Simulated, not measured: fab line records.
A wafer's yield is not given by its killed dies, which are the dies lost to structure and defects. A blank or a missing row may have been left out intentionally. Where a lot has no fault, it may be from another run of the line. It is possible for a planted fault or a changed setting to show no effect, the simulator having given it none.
Matching of chambers | flow n5_finfet | pecvd-01 running N5_BEOL_M10_PECVD_70: 3 sister chambers
The step deposits SiO2 from TEOS/O2, target thk 20 nm, time 22.7 s. 14 wafers are shown with their chamber, then 7 later ones without.

## WAFERS, EACH WITH ITS CHAMBER
wafer  | chamber | showerhead_plenum_p_Torr (Torr) | heater_power_w (W) | throttle_valve_pct (%)
L074.3 | 2       | 8.74                            | 652                | 22.8
L074.4 | 0       | 8.61                            | 602                | 22.5
L074.6 | 2       | 8.72                            | 652                | 22.4
L079.1 | 1       | 8.71                            | 741                | 22.0
L079.5 | 1       | 8.69                            | 758                | 22.0
L079.6 | 0       | 8.62                            | 699                | 22.7
L087.3 | 0       | 8.59                            | 641                | 22.6
L087.4 | 1       | 8.69                            | 740                | 21.7
L087.6 | 0       | 8.62                            | 644                | 22.4
L083.2 | 0       | 8.61                            | 699                | 22.7
L083.5 | 2       | 8.71                            | 786                | 20.8
L083.6 | 1       | 8.71                            | 701                | 22.0
L086.4 | 0       | 8.61                            | 573                | 22.4
L086.5 | 2       | 8.73                            | 728                | 20.9

SIGNATURES (means of the wafers above)
reading                  | chamber 0 | chamber 1 | chamber 2 | scatter within a chamber
showerhead_plenum_p_Torr | 8.6100    | 8.7000    | 8.7250    | 0.0117
heater_power_w           | 643.00    | 735.00    | 704.50    | 49.8
throttle_valve_pct       | 22.550    | 21.925    | 21.725    | 0.549
Rule: a wafer lies at a distance from a chamber equal to the root of the sum of squares, over the readings, of (its reading less the chamber's mean, divided by the reading's scatter). If the next closest chamber is less than 2 further off than the closest, the wafer can't be placed; otherwise it belongs to the closest. The scatter: the root of (the sum of the squares of (reading less its chamber's mean) over the shown wafers, divided by (wafers less chambers)).

## WAFERS MISSING THEIR CHAMBER
wafer  | showerhead_plenum_p_Torr (Torr) | heater_power_w (W) | throttle_valve_pct (%)
L086.6 | 8.71                            | 737                | 22.0
L085.2 | 8.72                            | 688                | 21.2
L085.3 | 8.70                            | 609                | 21.8
L085.6 | 8.61                            | 708                | 22.5
L094.2 | 8.71                            | 714                | 21.8
L094.5 | 8.70                            | 732                | 21.9
L094.6 | 8.60                            | 605                | 22.6

## THE CHAMBER EACH PASSED THROUGH
wafer  | from the rows above     | in truth
L086.6 | can't be placed: 1 or 2 | 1
L085.2 | can't be placed: 2 or 1 | 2
L085.3 | can't be placed: 1 or 2 | 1
L085.6 | 0                       | 0
L094.2 | can't be placed: 1 or 2 | 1
L094.5 | 1                       | 1
L094.6 | 0                       | 0
Correctly placed: 3 of 7. Cannot be placed on the basis of these rows: 4; the candidates contain the true chamber in 4. Number placed wrongly: 0.
